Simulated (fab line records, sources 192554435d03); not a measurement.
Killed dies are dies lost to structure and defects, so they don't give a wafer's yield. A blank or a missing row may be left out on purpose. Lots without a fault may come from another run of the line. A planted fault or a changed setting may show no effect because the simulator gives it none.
Chamber matching | flow n5_finfet | N5_BEOL_M11_STRIP_19 on rie_diel-01: 4 sister chambers
The step strips in O2. 20 wafers are shown with their chamber, then 10 later ones without.

WAFERS WITH THEIR CHAMBER
wafer  | chamber | drypump_motor_current_A (A) | showerhead_plenum_p_Torr (Torr) | throttle_valve_pct (%)
L074.2 | 2       | 5.2                         | 2.08                            | 16.76
L074.3 | 1       | 5.9                         | 2.18                            | 17.25
L074.4 | 0       | 6.1                         | 2.16                            | 16.72
L078.2 | 0       | 6.1                         | 2.15                            | 16.72
L078.5 | 3       | 5.8                         | 2.14                            | 16.45
L078.6 | 1       | 5.9                         | 2.18                            | 16.80
L081.3 | 1       | 6.0                         | 2.17                            | 16.78
L081.5 | 1       | 5.9                         | 2.17                            | 16.78
L081.6 | 0       | 6.1                         | 2.15                            | 16.77
L082.1 | 2       | 5.2                         | 2.07                            | 16.37
L082.2 | 0       | 6.0                         | 2.15                            | 16.75
L082.3 | 3       | 5.7                         | 2.14                            | 16.42
L083.1 | 1       | 6.0                         | 2.17                            | 16.81
L083.3 | 3       | 5.8                         | 2.13                            | 16.46
L083.4 | 0       | 6.1                         | 2.15                            | 16.76
L085.2 | 1       | 5.9                         | 2.17                            | 16.81
L085.4 | 3       | 5.8                         | 2.13                            | 16.45
L085.6 | 0       | 6.1                         | 2.15                            | 16.77
L084.3 | 1       | 6.0                         | 2.17                            | 16.80
L084.4 | 3       | 5.8                         | 2.13                            | 16.48

SIGNATURES (means of the wafers above)
reading                  | chamber 0 | chamber 1 | chamber 2 | chamber 3 | scatter within a chamber
drypump_motor_current_A  | 6.083     | 5.943     | 5.200     | 5.780     | 0.0457
showerhead_plenum_p_Torr | 2.1517    | 2.1729    | 2.0750    | 2.1340    | 0.00498
throttle_valve_pct       | 16.7483   | 16.8614   | 16.5650   | 16.4520   | 0.127
Rule: a wafer's distance from a chamber is the root of the sum, over the readings, of the square of ((its reading less the chamber's mean) divided by the reading's scatter). The wafer belongs to the nearest chamber; if the next one is less than 2 further off, it can't be placed. The scatter: the root of (the sum of the squares of (reading less its chamber's mean) over the shown wafers, divided by (wafers less chambers)).

WAFERS WITHOUT THEIR CHAMBER
wafer  | drypump_motor_current_A (A) | showerhead_plenum_p_Torr (Torr) | throttle_valve_pct (%)
L084.6 | 6.1                         | 2.15                            | 16.75
L092.4 | 6.0                         | 2.17                            | 16.83
L092.5 | 6.1                         | 2.15                            | 16.79
L092.6 | 5.2                         | 2.07                            | 16.41
L093.1 | 6.1                         | 2.14                            | 16.81
L093.5 | 6.0                         | 2.16                            | 16.83
L093.6 | 6.1                         | 2.14                            | 16.78
L094.3 | 5.3                         | 2.06                            | 16.44
L094.4 | 5.3                         | 2.06                            | 16.42
L094.6 | 6.0                         | 2.16                            | 16.84

WHICH CHAMBER EACH WENT THROUGH
wafer  | from the rows above     | in truth
L084.6 | 0                       | 0
L092.4 | 1                       | 1
L092.5 | 0                       | 0
L092.6 | 2                       | 2
L093.1 | 0                       | 0
L093.5 | can't be placed: 0 or 1 | 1
L093.6 | 0                       | 0
L094.3 | 2                       | 2
L094.4 | 2                       | 2
L094.6 | can't be placed: 0 or 1 | 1
Placed correctly: 8 of 10. Can't be placed from these rows: 2 (the true chamber is among the candidates in 2). Placed wrongly: 0.
